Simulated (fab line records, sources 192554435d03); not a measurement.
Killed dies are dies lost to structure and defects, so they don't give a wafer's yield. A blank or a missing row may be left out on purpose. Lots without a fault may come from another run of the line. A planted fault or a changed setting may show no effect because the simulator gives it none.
A struck lot beside a sound one | flow n5_finfet | 15 steps out of a route of 1938
Sound: wafers L294.3, L294.4, L294.6. Struck: wafer L306.3. (L306.6 of the same lot was not struck and is left out.) The cause comes at the end.
At each step with rows: each side's tool, then ch and its chambers, then its first start. Under that, the readings that differ: sound wafers | struck wafers | difference of the means | sigmas: that difference in standard deviations of wafers without a fault.
alike: readings whose means differ by less than 2 such deviations, and words and numbers that are the same on both sides. not compared: withheld readings, readings that some wafer has no value for, bounds like >300 that may hide the same value, and numbers for which the record gives no deviation and whose values overlap.
The two part at a step that has a row with sigmas, a row that says differs or no value, or rows on one side only. Numbers that don't overlap but have no deviation are shown without sigmas and don't part them. A reading that every wafer of one side lacks parts them only if that side has two wafers or more.

first, 1 step without rows for these wafers: N5_BEOL_M0_TRENCH_ETCH_107 (etches SiOC in C4F6/O2, target depth 32.8 nm, time 16.4 s).
N5_BEOL_M0_STRIP_142: strips in N2/H2, time 10 s.
  sound on rie_diel-02 ch 2,3, day 7 13:52; struck on rie_diel-05 ch 2, day 10 21:56
  alike: drypump_motor_current_A, oes_product_au, rf_vpp_V, showerhead_plenum_p_Torr, throttle_valve_pct
  not compared: rf_hours_counter_h
N5_BEOL_M0_OCD_MEAS_108:
  sound on ocd-01, day 7 13:57; struck on ocd-01, day 10 22:01
  alike: trench_depth_nm
then, 2 steps without rows for these wafers: N5_BEOL_M0_HM_STRIP_129 (strips TiN in peroxide tin strip, target depth 17 nm, time 108 s); N5_BEOL_M0_SRD_130 (time 30 s).
N5_BEOL_M0_ETCH_109: etches SiCN in CH3F/O2, target depth 8 nm, overetch 2.4 nm, time 27.4 s.
  sound on rie_diel-02 ch 2,3, day 7 14:04; struck on rie_diel-02 ch 1, day 10 22:22
  alike: drypump_motor_current_A, oes_product_au, rf_vpp_V, showerhead_plenum_p_Torr, throttle_valve_pct
  not compared: rf_hours_counter_h
then, 2 steps without rows for these wafers: N5_BEOL_M0_STRIP_139 (strips in post etch residue remover, time 60 s); N5_BEOL_M0_SRD_111 (time 30 s).
N5_BEOL_M0_DEGAS_112: time 60 s.
  sound on pvd_sputter-02, day 7 14:25; struck on pvd_sputter-01, day 10 22:44
  alike: heater_power_w
then, 1 step without rows for these wafers: N5_BEOL_M0_PRE_CLEAN_113 (time 30 s).
N5_BEOL_M0_ALD_136: deposits TaN, pulse time 2 s, purge time 3 s, co reactant purge time 2 s.
  sound on ald_metal-03 ch 1,2, day 7 14:32; struck on ald_metal-01 ch 0, day 10 22:50
  alike: heater_power_w, mfc_carrier_sccm, precursor_vessel_pressure_torr
then, 1 step without rows for these wafers: N5_BEOL_M0_SURFACE_TREAT_137.
N5_BEOL_M0_CVD_115: deposits Co from CCTBA/H2, time 120 s.
  sound on cvd_co-02 ch 0,1,2, day 7 14:52; struck on cvd_co-02 ch 1, day 10 23:08
  reading          | sound             | struck | difference | sigmas
  run_length_s (s) | 143.7 142.6 141.4 | 108.1  | -34.5      | -51
N5_BEOL_M0_SPUTTER_116: material Cu, target thk 4 nm, time 7.37 s.
  sound on pvd_sputter-02, day 7 14:59; struck on pvd_sputter-01, day 10 23:19
  reading                | sound          | struck | difference | sigmas
  throttle_valve_pct (%) | 28.9 29.0 28.9 | 30.8   | +1.9       | +2
N5_BEOL_M4_RC_MEAS_101:
  sound on prober-02 ch 0, day 10 01:04; struck on prober-01 ch 0, day 12 23:15
  alike: DIBL_N, DIBL_P, IOFF_N, IOFF_P, ION_N, ION_P, SS_N, SS_P, VT_N, VT_P

WHERE THEY PART
First at N5_BEOL_M0_CVD_115; last, within this record, at N5_BEOL_M0_SPUTTER_116. Later steps at which nothing parts them and some readings are alike: N5_BEOL_M4_RC_MEAS_101.

WHY: what the simulator had put in
Process parameter drift: cvd_co-02, from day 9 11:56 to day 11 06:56, at N5_BEOL_M0_CVD_115. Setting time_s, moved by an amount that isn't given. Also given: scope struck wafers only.
